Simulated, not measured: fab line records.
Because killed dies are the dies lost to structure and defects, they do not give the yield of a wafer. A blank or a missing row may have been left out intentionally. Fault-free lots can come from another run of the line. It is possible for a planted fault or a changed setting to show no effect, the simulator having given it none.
Which tool was responsible? | flow n5Finfet | 12 lots with 33 wafers sampled at 5 steps, on a route of 1938 steps

== WHAT THE GAUGES READ, wafer by wafer ==
The record lacks any reading of a measuring or inspecting step that a usual standard deviation could be used to judge.

== EACH LOT AND THE TOOL THAT RAN IT (in order: tool; ch and the chambers of the sampled wafers; start) ==
lot  | N5_BEOL_M5_ANNEAL_49        | N5_BEOL_M5_ANNEAL_89        | N5_BEOL_M5_CO_CAP_78            | N5_BEOL_M6_CURE_74           | N5_PASSIVATION_PROBE_49
L578 | pvdSputter-02, day 8 05:37  | pvdSputter-02, day 8 08:53  | cvdCo-01 ch 0,1,2, day 8 10:59  | uvCure-02 ch 2, day 8 11:30  | -
L580 | pvdSputter-03, day 8 19:08  | pvdSputter-03, day 8 22:23  | cvdCo-01 ch 1,2, day 9 00:30    | uvCure-02 ch 1, day 9 00:58  | -
L579 | pvdSputter-03, day 9 00:34  | pvdSputter-03, day 9 03:49  | cvdCo-01 ch 0,1, day 9 05:41    | uvCure-03 ch 1, day 9 06:05  | -
L581 | pvdSputter-01, day 9 15:55  | pvdSputter-01, day 9 19:26  | cvdCo-02 ch 1,2, day 9 21:25    | uvCure-01 ch 1, day 9 22:06  | -
L584 | pvdSputter-02, day 10 07:23 | pvdSputter-02, day 10 10:38 | cvdCo-02 ch 0,1,2, day 10 12:31 | uvCure-01 ch 1, day 10 12:51 | prober-02, day 14 10:06
L587 | pvdSputter-01, day 11 01:31 | pvdSputter-01, day 11 04:47 | cvdCo-01 ch 0,2, day 11 07:03   | uvCure-02 ch 0, day 11 07:26 | -
L586 | pvdSputter-02, day 11 13:34 | pvdSputter-02, day 11 16:50 | cvdCo-01 ch 0,2, day 11 18:47   | uvCure-02 ch 2, day 11 19:37 | prober-01, day 15 17:38
L590 | pvdSputter-02, day 12 02:57 | pvdSputter-02, day 12 07:42 | cvdCo-01 ch 0,1, day 12 09:38   | uvCure-03 ch 0, day 12 10:08 | prober-01, day 16 00:44
L594 | pvdSputter-02, day 12 23:32 | pvdSputter-02, day 13 02:48 | cvdCo-02 ch 0,2, day 13 04:55   | uvCure-02 ch 0, day 13 05:28 | prober-01, day 17 01:42
L595 | pvdSputter-03, day 13 04:28 | pvdSputter-03, day 13 07:43 | cvdCo-02 ch 0,1,2, day 13 09:36 | uvCure-03 ch 1, day 13 09:55 | -
L599 | pvdSputter-03, day 14 08:21 | pvdSputter-03, day 14 11:37 | cvdCo-02 ch 0,1, day 14 13:42   | uvCure-03 ch 1, day 14 14:10 | -
L601 | pvdSputter-02, day 14 22:20 | pvdSputter-02, day 15 01:36 | cvdCo-01 ch 0,2, day 15 03:30   | uvCure-03 ch 0, day 15 03:56 | -
- N5_BEOL_M5_ANNEAL_49: time 1800 s.
- N5_BEOL_M5_ANNEAL_89: time 1800 s.
- N5_BEOL_M5_CO_CAP_78: material Co, precursor CCTBA/H2, target thk 2 nm, time 102.1 s.
- N5_BEOL_M6_CURE_74: cures SiCOH lowk, time 240 s.
- N5_PASSIVATION_PROBE_49

== WHAT THE TOOLS THEMSELVES READ (means of the sampled wafers that have a number; where no wafer has one, the mark that the record gives instead) ==
N5_BEOL_M5_ANNEAL_49.
lot  | tool          | heaterPowerW (W)
L578 | pvdSputter-02 | 802
L580 | pvdSputter-03 | 761
L579 | pvdSputter-03 | 844
L581 | pvdSputter-01 | 763
L584 | pvdSputter-02 | 782
L587 | pvdSputter-01 | 871
L586 | pvdSputter-02 | 854
L590 | pvdSputter-02 | 806
L594 | pvdSputter-02 | 797
L595 | pvdSputter-03 | 761
L599 | pvdSputter-03 | 733
L601 | pvdSputter-02 | 833

N5_BEOL_M5_ANNEAL_89.
lot  | tool          | heaterPowerW (W)
L578 | pvdSputter-02 | 809
L580 | pvdSputter-03 | 760
L579 | pvdSputter-03 | 841
L581 | pvdSputter-01 | 779
L584 | pvdSputter-02 | 783
L587 | pvdSputter-01 | 864
L586 | pvdSputter-02 | 874
L590 | pvdSputter-02 | 818
L594 | pvdSputter-02 | 792
L595 | pvdSputter-03 | 758
L599 | pvdSputter-03 | 722
L601 | pvdSputter-02 | 832

N5_BEOL_M5_CO_CAP_78.
lot  | tool     | heaterPowerW (W) | runLengthS (s)
L578 | cvdCo-01 | 212              | 125.0
L580 | cvdCo-01 | 199              | 125.6
L579 | cvdCo-01 | 215              | 124.9
L581 | cvdCo-02 | 234              | 125.3
L584 | cvdCo-02 | 228              | 125.1
L587 | cvdCo-01 | 212              | 102.8
L586 | cvdCo-01 | 216              | 81.3
L590 | cvdCo-01 | 218              | 81.0
L594 | cvdCo-02 | 237              | 124.4
L595 | cvdCo-02 | 225              | 125.4
L599 | cvdCo-02 | 201              | 125.5
L601 | cvdCo-01 | 225              | 124.2

N5_BEOL_M6_CURE_74.
lot  | tool      | lampPowerPct (%) | wafer_temp_C_max
L578 | uvCure-02 | 52.29            | 386.6
L580 | uvCure-02 | 52.33            | 386.5
L579 | uvCure-03 | 52.39            | 386.3
L581 | uvCure-01 | 52.32            | 387.3
L584 | uvCure-01 | 52.34            | 387.6
L587 | uvCure-02 | 52.28            | 386.9
L586 | uvCure-02 | 52.24            | 386.9
L590 | uvCure-03 | 52.34            | 386.1
L594 | uvCure-02 | 52.31            | 387.1
L595 | uvCure-03 | 52.29            | 386.4
L599 | uvCure-03 | 52.32            | 386.6
L601 | uvCure-03 | 52.31            | 386.6

N5_PASSIVATION_PROBE_49.
lot  | tool      | defectLimitedYield (%) | killed_at_M0_to_M3 | killed_at_M4_up | killedAtContacts | killedAtFrontEnd | killedAtOther | killedDies | killedOpen | killedShort | sort_bin_5_function (%) | sort_bin_6_memory (%) | sortNPass | sortYieldPct (%)
L584 | prober-02 | 90.4                   | 52                 | 17              | 14               | 28               | 2.3           | 114        | 69         | 40          | 5.3                     | 4.0                   | 1066      | 90.4
L586 | prober-01 | 91.9                   | 36                 | 10              | 8                | 36               | 5.0           | 96         | 62         | 30          | 4.8                     | 3.0                   | 1084      | 91.9
L590 | prober-01 | 90.6                   | 36                 | 10              | 28               | 36               | 1.5           | 111        | 77         | 32          | 5.3                     | 3.7                   | 1069      | 90.6
L594 | prober-01 | 93.2                   | 21                 | 17              | 8                | 30               | 3.3           | 80         | 49         | 30          | 4.0                     | 2.5                   | 1100      | 93.2

== THE ANSWER, worked out from the rows above alone ==
Rule: the usual values come from the lots themselves. Put in order of their means at a reading, lots are off if they are a third of the lots or fewer, leave a main group of 4 or more, and stand apart from it by a gap of 3 or more times the standard deviation of the main group's means; of several such gaps the widest counts. If all means in a main group match to the digits the tables above print for the reading, that group is not used. Also off: a lot with no number at a reading for which 4 or more lots have one. Any other lot the step has rows for is counted as sound. After the gauges, taken in route order, come the tools' own readings; for these a lot's mean is taken, as printed above. The first step at which some lot is off is used, and at that step the reading that is off furthest; a lot without a number counts as furthest.
Off: L587, L586, L590, at N5_BEOL_M5_CO_CAP_78 (runLengthS). Mean 125.0 s and standard deviation 0.45 in the main group.
If a tool, at that step or one of the process steps before it, ran each lot that is off and ran no sound lot following the first of them, it fits. Of those tried, none fits.

== WHAT THE SIMULATOR HAD PUT IN ==
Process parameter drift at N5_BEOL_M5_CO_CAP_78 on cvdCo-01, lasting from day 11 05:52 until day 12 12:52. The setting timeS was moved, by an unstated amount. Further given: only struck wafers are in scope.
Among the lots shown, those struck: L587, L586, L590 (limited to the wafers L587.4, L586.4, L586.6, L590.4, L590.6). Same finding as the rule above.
